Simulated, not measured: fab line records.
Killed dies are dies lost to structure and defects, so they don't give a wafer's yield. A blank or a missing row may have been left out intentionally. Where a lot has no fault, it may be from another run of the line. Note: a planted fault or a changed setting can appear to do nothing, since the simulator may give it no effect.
Split-lot trial || flow n5Finfet || 7 lots, 33 wafers read, on a route of 1938 steps

## SPLIT DETAILS
At N5_BEOL_M10_TRENCH_ETCH_37 (etches SiCOH lowk in C4F6/O2, target depth 148.83 nm, time 48 s), the setting targetDepthA was moved away from the recipe's 1488.3 angstrom on 16 of the 33 wafers read, by -52.3% to +58.6%. This setting was run at the recipe's value on the other wafers.

## FROM THE SPLIT TO THE READING: what the file shows between them, 8 steps
- N5_BEOL_M10_ETCH_41: etches SiCN in CH3F/O2, target depth 42.6 nm, time 86 s
- N5_BEOL_M10_STRIP_77: strips in N2/H2, time 10 s
- N5_BEOL_M10_OCD_MEAS_38
- N5_BEOL_M10_HM_STRIP_39: strips TiN in peroxide tin strip, target depth 25 nm, time 158 s
- N5_BEOL_M10_SRD_40: time 30 s
- N5_BEOL_M10_ECD_50: material Cu, target thk 318 nm
- N5_BEOL_M10_ANNEAL_51: time 90 s
- N5_BEOL_M10_CMP_52: polishes, stops on SiCOH lowk, t overpolish 7 s, target thk 140 nm

## THE READING
M10_THK, in nm, at N5_BEOL_M10_THK_MEAS_53 (measures by xrf). Fault-free wafers of this fab line usually give 142.5 nm, standard deviation 2.5 nm.

{"wafer": "L076.1", "tool, chamber at the split": "rieDiel-05, 3", "targetDepthA as run, angstrom": 1488.3, "against the recipe": "recipe", "M10_THK, nm": 145.8, "against lot-mates on the recipe": "-"}
{"wafer": "L076.2", "tool, chamber at the split": "rieDiel-05, 1", "targetDepthA as run, angstrom": 1488.3, "against the recipe": "recipe", "M10_THK, nm": 147.4, "against lot-mates on the recipe": "-"}
{"wafer": "L076.4", "tool, chamber at the split": "rieDiel-05, 2", "targetDepthA as run, angstrom": 1488.3, "against the recipe": "recipe", "M10_THK, nm": 144.5, "against lot-mates on the recipe": "-"}
{"wafer": "L077.1", "tool, chamber at the split": "rieDiel-01, 0", "targetDepthA as run, angstrom": 1930, "against the recipe": "+29.7%", "M10_THK, nm": 184.4, "against lot-mates on the recipe": "+41.7"}
{"wafer": "L077.2", "tool, chamber at the split": "rieDiel-01, 3", "targetDepthA as run, angstrom": 1930, "against the recipe": "+29.7%", "M10_THK, nm": 182.7, "against lot-mates on the recipe": "+40.0"}
{"wafer": "L077.6", "tool, chamber at the split": "rieDiel-01, 1", "targetDepthA as run, angstrom": 1488.3, "against the recipe": "recipe", "M10_THK, nm": 142.7, "against lot-mates on the recipe": "-"}
{"wafer": "L080.1", "tool, chamber at the split": "rieDiel-01, 0", "targetDepthA as run, angstrom": 803.9, "against the recipe": "-46.0%", "M10_THK, nm": 73.6, "against lot-mates on the recipe": -71.8}
{"wafer": "L080.2", "tool, chamber at the split": "rieDiel-01, 1", "targetDepthA as run, angstrom": 1488.3, "against the recipe": "recipe", "M10_THK, nm": 145.2, "against lot-mates on the recipe": "-"}
{"wafer": "L080.3", "tool, chamber at the split": "rieDiel-01, 2", "targetDepthA as run, angstrom": 1488.3, "against the recipe": "recipe", "M10_THK, nm": 145.5, "against lot-mates on the recipe": "-"}
{"wafer": "L080.4", "tool, chamber at the split": "rieDiel-01, 0", "targetDepthA as run, angstrom": 803.9, "against the recipe": "-46.0%", "M10_THK, nm": 75.7, "against lot-mates on the recipe": -69.7}
{"wafer": "L080.5", "tool, chamber at the split": "rieDiel-01, 2", "targetDepthA as run, angstrom": 1488.3, "against the recipe": "recipe", "M10_THK, nm": 145.5, "against lot-mates on the recipe": "-"}
{"wafer": "L080.6", "tool, chamber at the split": "rieDiel-01, 1", "targetDepthA as run, angstrom": 803.9, "against the recipe": "-46.0%", "M10_THK, nm": 74.6, "against lot-mates on the recipe": -70.8}
{"wafer": "L082.2", "tool, chamber at the split": "rieDiel-05, 2", "targetDepthA as run, angstrom": 710.4, "against the recipe": "-52.3%", "M10_THK, nm": 64.5, "against lot-mates on the recipe": -78.1}
{"wafer": "L082.3", "tool, chamber at the split": "rieDiel-05, 0", "targetDepthA as run, angstrom": 710.4, "against the recipe": "-52.3%", "M10_THK, nm": 63.4, "against lot-mates on the recipe": -79.2}
{"wafer": "L082.5", "tool, chamber at the split": "rieDiel-05, 2", "targetDepthA as run, angstrom": 1488.3, "against the recipe": "recipe", "M10_THK, nm": 142.6, "against lot-mates on the recipe": "-"}
{"wafer": "L084.1", "tool, chamber at the split": "rieDiel-05, 0", "targetDepthA as run, angstrom": 2361, "against the recipe": "+58.6%", "M10_THK, nm": 228.3, "against lot-mates on the recipe": "+84.7"}
{"wafer": "L084.2", "tool, chamber at the split": "rieDiel-05, 1", "targetDepthA as run, angstrom": 1488.3, "against the recipe": "recipe", "M10_THK, nm": 144.5, "against lot-mates on the recipe": "-"}
{"wafer": "L084.3", "tool, chamber at the split": "rieDiel-05, 2", "targetDepthA as run, angstrom": 2361, "against the recipe": "+58.6%", "M10_THK, nm": 229.1, "against lot-mates on the recipe": "+85.5"}
{"wafer": "L084.4", "tool, chamber at the split": "rieDiel-05, 3", "targetDepthA as run, angstrom": 1488.3, "against the recipe": "recipe", "M10_THK, nm": 142.5, "against lot-mates on the recipe": "-"}
{"wafer": "L084.5", "tool, chamber at the split": "rieDiel-05, 0", "targetDepthA as run, angstrom": 2361, "against the recipe": "+58.6%", "M10_THK, nm": 227.8, "against lot-mates on the recipe": "+84.2"}
{"wafer": "L084.6", "tool, chamber at the split": "rieDiel-05, 1", "targetDepthA as run, angstrom": 1488.3, "against the recipe": "recipe", "M10_THK, nm": 143.8, "against lot-mates on the recipe": "-"}
{"wafer": "L093.1", "tool, chamber at the split": "rieDiel-06, 2", "targetDepthA as run, angstrom": 1488.3, "against the recipe": "recipe", "M10_THK, nm": 145.0, "against lot-mates on the recipe": "-"}
{"wafer": "L093.2", "tool, chamber at the split": "rieDiel-06, 0", "targetDepthA as run, angstrom": 2345, "against the recipe": "+57.6%", "M10_THK, nm": 231.2, "against lot-mates on the recipe": "+85.9"}
{"wafer": "L093.3", "tool, chamber at the split": "rieDiel-06, 1", "targetDepthA as run, angstrom": 2345, "against the recipe": "+57.6%", "M10_THK, nm": 233.2, "against lot-mates on the recipe": "+87.9"}
{"wafer": "L093.4", "tool, chamber at the split": "rieDiel-06, 3", "targetDepthA as run, angstrom": 1488.3, "against the recipe": "recipe", "M10_THK, nm": 143.7, "against lot-mates on the recipe": "-"}
{"wafer": "L093.5", "tool, chamber at the split": "rieDiel-06, 3", "targetDepthA as run, angstrom": 1488.3, "against the recipe": "recipe", "M10_THK, nm": 147.2, "against lot-mates on the recipe": "-"}
{"wafer": "L093.6", "tool, chamber at the split": "rieDiel-06, 2", "targetDepthA as run, angstrom": 2345, "against the recipe": "+57.6%", "M10_THK, nm": 233.7, "against lot-mates on the recipe": "+88.4"}
{"wafer": "L095.1", "tool, chamber at the split": "rieDiel-01, 0", "targetDepthA as run, angstrom": 1066, "against the recipe": "-28.4%", "M10_THK, nm": 96.4, "against lot-mates on the recipe": -46.5}
{"wafer": "L095.2", "tool, chamber at the split": "rieDiel-01, 3", "targetDepthA as run, angstrom": 1488.3, "against the recipe": "recipe", "M10_THK, nm": 141.6, "against lot-mates on the recipe": "-"}
{"wafer": "L095.3", "tool, chamber at the split": "rieDiel-01, 2", "targetDepthA as run, angstrom": 1488.3, "against the recipe": "recipe", "M10_THK, nm": 144.9, "against lot-mates on the recipe": "-"}
{"wafer": "L095.4", "tool, chamber at the split": "rieDiel-01, 1", "targetDepthA as run, angstrom": 1066, "against the recipe": "-28.4%", "M10_THK, nm": 100.1, "against lot-mates on the recipe": -42.8}
{"wafer": "L095.5", "tool, chamber at the split": "rieDiel-01, 0", "targetDepthA as run, angstrom": 1066, "against the recipe": "-28.4%", "M10_THK, nm": 97.8, "against lot-mates on the recipe": -45.1}
{"wafer": "L095.6", "tool, chamber at the split": "rieDiel-01, 3", "targetDepthA as run, angstrom": 1488.3, "against the recipe": "recipe", "M10_THK, nm": 142.2, "against lot-mates on the recipe": "-"}

FIT RESULTS
A straight line over all 33 wafers: M10_THK changes by +1.5 nm for each +1% of targetDepthA; r = +1.00; the points scatter about the line by 2.5 nm.
The same after taking each lot's own level away (the mean of its wafers on the recipe; 33 wafers): +1.5 nm for each +1%; r = +1.00; scatter 1.8 nm.
On that fit, the largest move of targetDepthA shifts the reading by 88 nm.
The span of the lots' own levels, 142.60 to 145.90 nm, comes to 1.3 times the standard deviation stated above.
So the lot-to-lot level changes the slope little: the two slopes agree.
Check: +87.4 nm against its lot-mates is what the line predicts for one of the wafers moved furthest among these (+58.6%) when that wafer is left out of the fit. It came out at +84.7 nm against them.

## THESE WAFERS: OTHER SPLITS
Before the reading, these wafers also passed through other splits. Each is held against what the fit with the lots' levels taken away leaves over:
{"other split on the same wafers": "N5_BEOL_M7_ILD_DEP_00 timeS", "wafers away from the commonest value": 11, "r with M10_THK (lot level and that fit taken away)": "+0.14"}

## THE WHOLE CHAIN: every reading that the file lists as answering this split, in the file's order
{"step": "N5_BEOL_M10_TRENCH_ETCH_37", "what it does": "etches SiCOH lowk in C4F6/O2, target depth 148.83 nm, time 48 s", "reading": "etch.depthNm (the simulator's own value, which no gauge read)", "change (the file's fit)": "+1.49 nm for each +1% of the setting", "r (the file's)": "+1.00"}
{"step": "N5_BEOL_M10_TRENCH_ETCH_37", "what it does": "etches SiCOH lowk in C4F6/O2, target depth 148.83 nm, time 48 s", "reading": "BEOL_M10.featureDepthNm (the simulator's own value, which no gauge read)", "change (the file's fit)": "+1.49 nm for each +1% of the setting", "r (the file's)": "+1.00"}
{"step": "N5_BEOL_M10_TRENCH_ETCH_37", "what it does": "etches SiCOH lowk in C4F6/O2, target depth 148.83 nm, time 48 s", "reading": "TiN_of_BEOL_M10_HM_DEP_02.thkNm (the simulator's own value, which no gauge read)", "change (the file's fit)": "-0.0403 nm for each +1% of the setting", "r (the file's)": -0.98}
{"step": "N5_BEOL_M10_OCD_MEAS_38", "what it does": "", "reading": "trenchDepthNm", "change (the file's fit)": "+1.48 nm for each +1% of the setting", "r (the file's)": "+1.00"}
{"step": "N5_BEOL_M10_CMP_52", "what it does": "polishes, stops on SiCOH lowk, t overpolish 7 s, target thk 140 nm", "reading": "Cu_of_BEOL_M10_ECD_50.thkNm (the simulator's own value, which no gauge read)", "change (the file's fit)": "+1.48 nm for each +1% of the setting", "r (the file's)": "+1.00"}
{"step": "N5_BEOL_M10_THK_MEAS_53", "what it does": "measures by xrf", "reading": "M10_THK", "change (the file's fit)": "+1.5 for each +1% of the setting", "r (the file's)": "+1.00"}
{"step": "N5_BEOL_M10_RS_MEAS_57", "what it does": "measures by four-point-probe", "reading": "M10_RS", "change (the file's fit)": "not straight: 0.3787 at the lowest setting, 0.1480 at the recipe, 0.0901 at the highest", "r (the file's)": "not given"}

## THE FILE'S OWN FIT
M10_THK changes by +1.5 nm for each +1% of targetDepthA, r = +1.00.
